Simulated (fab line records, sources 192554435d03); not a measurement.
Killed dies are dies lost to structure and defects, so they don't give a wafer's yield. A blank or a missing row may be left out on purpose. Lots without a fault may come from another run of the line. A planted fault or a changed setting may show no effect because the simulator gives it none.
Split-lot experiment | flow n5_finfet | 7 lots, 39 wafers read, on a route of 1938 steps

THE SPLIT
At N5_ZERO_LAYER_DEVELOP_10 (develop time 60 s), the setting develop_time_s was moved away from the recipe's 60 s on 15 of the 39 wafers read, by -39.0% to +51.5%. The other wafers ran this setting at the recipe's value.

FROM THE SPLIT TO THE READING: what the file shows between them, 1 step
- N5_ZERO_LAYER_HARDBAKE_23: time 120 s

THE READING
cd_nm, in nm, at N5_ZERO_LAYER_CD_MEAS_11 (target cd 2000 nm). Fault-free wafers of this fab line usually give 1999.7 nm, standard deviation 1.5 nm.

wafer  | tool, chamber at the split | develop_time_s as run, s | against the recipe | cd_nm, nm | against lot-mates on the recipe
L079.2 | litho_track-02, 0          | 60                       | recipe             | 2001.2    | -
L079.3 | litho_track-02, 0          | 60                       | recipe             | 2001.9    | -
L079.6 | litho_track-02, 0          | 60                       | recipe             | 2000.7    | -
L080.1 | litho_track-04, 0          | 79.44                    | +32.4%             | 2006.4    | +5.7
L080.2 | litho_track-04, 0          | 79.44                    | +32.4%             | 2007.4    | +6.7
L080.3 | litho_track-04, 0          | 60                       | recipe             | 2001.8    | -
L080.4 | litho_track-04, 0          | 79.44                    | +32.4%             | 2005.7    | +5.0
L080.5 | litho_track-04, 0          | 60                       | recipe             | 2000.5    | -
L080.6 | litho_track-04, 0          | 60                       | recipe             | 1999.8    | -
L082.1 | litho_track-02, 0          | 36.57                    | -39.0%             | 1990.6    | -11.1
L082.2 | litho_track-02, 0          | 36.57                    | -39.0%             | 1989.1    | -12.6
L082.3 | litho_track-02, 0          | 60                       | recipe             | 2001.9    | -
L082.4 | litho_track-02, 0          | 60                       | recipe             | 2002.0    | -
L082.5 | litho_track-02, 0          | 60                       | recipe             | 2001.1    | -
L082.6 | litho_track-02, 0          | 36.57                    | -39.0%             | 1990.4    | -11.3
L083.1 | litho_track-02, 0          | 60                       | recipe             | 1998.6    | -
L083.2 | litho_track-02, 0          | 60                       | recipe             | 1997.8    | -
L083.3 | litho_track-02, 0          | 90.92                    | +51.5%             | 2007.3    | +9.6
L083.4 | litho_track-02, 0          | 60                       | recipe             | 1996.7    | -
L083.5 | litho_track-02, 0          | 90.92                    | +51.5%             | 2006.3    | +8.6
L083.6 | litho_track-02, 0          | 90.92                    | +51.5%             | 2006.6    | +8.9
L084.1 | litho_track-04, 0          | 60                       | recipe             | 1999.8    | -
L084.2 | litho_track-04, 0          | 42.3                     | -29.5%             | 1991.4    | -9.2
L084.3 | litho_track-04, 0          | 42.3                     | -29.5%             | 1993.4    | -7.2
L084.4 | litho_track-04, 0          | 60                       | recipe             | 2002.7    | -
L084.5 | litho_track-04, 0          | 60                       | recipe             | 1999.2    | -
L084.6 | litho_track-04, 0          | 42.3                     | -29.5%             | 1993.7    | -6.9
L094.1 | litho_track-03, 0          | 60                       | recipe             | 1997.7    | -
L094.2 | litho_track-03, 0          | 60                       | recipe             | 1999.5    | -
L094.3 | litho_track-03, 0          | 60                       | recipe             | 1999.6    | -
L094.4 | litho_track-03, 0          | 60                       | recipe             | 1998.8    | -
L094.5 | litho_track-03, 0          | 60                       | recipe             | 1998.1    | -
L094.6 | litho_track-03, 0          | 60                       | recipe             | 2000.3    | -
L096.1 | litho_track-04, 0          | 60                       | recipe             | 1999.7    | -
L096.2 | litho_track-04, 0          | 60                       | recipe             | 1998.4    | -
L096.3 | litho_track-04, 0          | 81.84                    | +36.4%             | 2004.3    | +5.1
L096.4 | litho_track-04, 0          | 81.84                    | +36.4%             | 2006.5    | +7.3
L096.5 | litho_track-04, 0          | 60                       | recipe             | 1999.5    | -
L096.6 | litho_track-04, 0          | 81.84                    | +36.4%             | 2004.3    | +5.1

THE FIT
A straight line over all 39 wafers: cd_nm changes by +0.186 nm for each +1% of develop_time_s; r = +0.93; the points scatter about the line by 1.7 nm.
The same after taking each lot's own level away (the mean of its wafers on the recipe; 39 wafers): +0.214 nm for each +1%; r = +0.97; scatter 1.4 nm.
On that fit, the largest move of develop_time_s shifts the reading by 11 nm.
The lots' own levels span 1997.70 to 2001.67 nm, that is 2.6 times the standard deviation above.
So the lot-to-lot level changes the slope: the two fits differ.
Check: with one of the wafers moved furthest among these (+51.5%) left out of the fit, the line predicts +10.4 nm for it against its lot-mates. It came out at +9.6 nm against them.

THE WHOLE CHAIN: every reading that the file lists as answering this split, in the file's order
step                     | what it does                                         | reading                                                           | change (the file's fit)               | r (the file's)
N5_ZERO_LAYER_CD_MEAS_11 | target cd 2000 nm                                    | cd_nm                                                             | +0.208 nm for each +1% of the setting | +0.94
N5_ZERO_LAYER_DESCUM_16  | chemistry O2, time 7.9 s                             | ZERO_LAYER.cd_nm (the simulator's own value, which no gauge read) | +0.206 nm for each +1% of the setting | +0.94
N5_ZERO_LAYER_ETCH_18    | etches Si in HBr/Cl2, target depth 120 nm, time 40 s | ZERO_LAYER.cd_nm (the simulator's own value, which no gauge read) | +0.205 nm for each +1% of the setting | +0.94

THE FILE'S OWN FIT
cd_nm changes by +0.208 nm for each +1% of develop_time_s, r = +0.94.
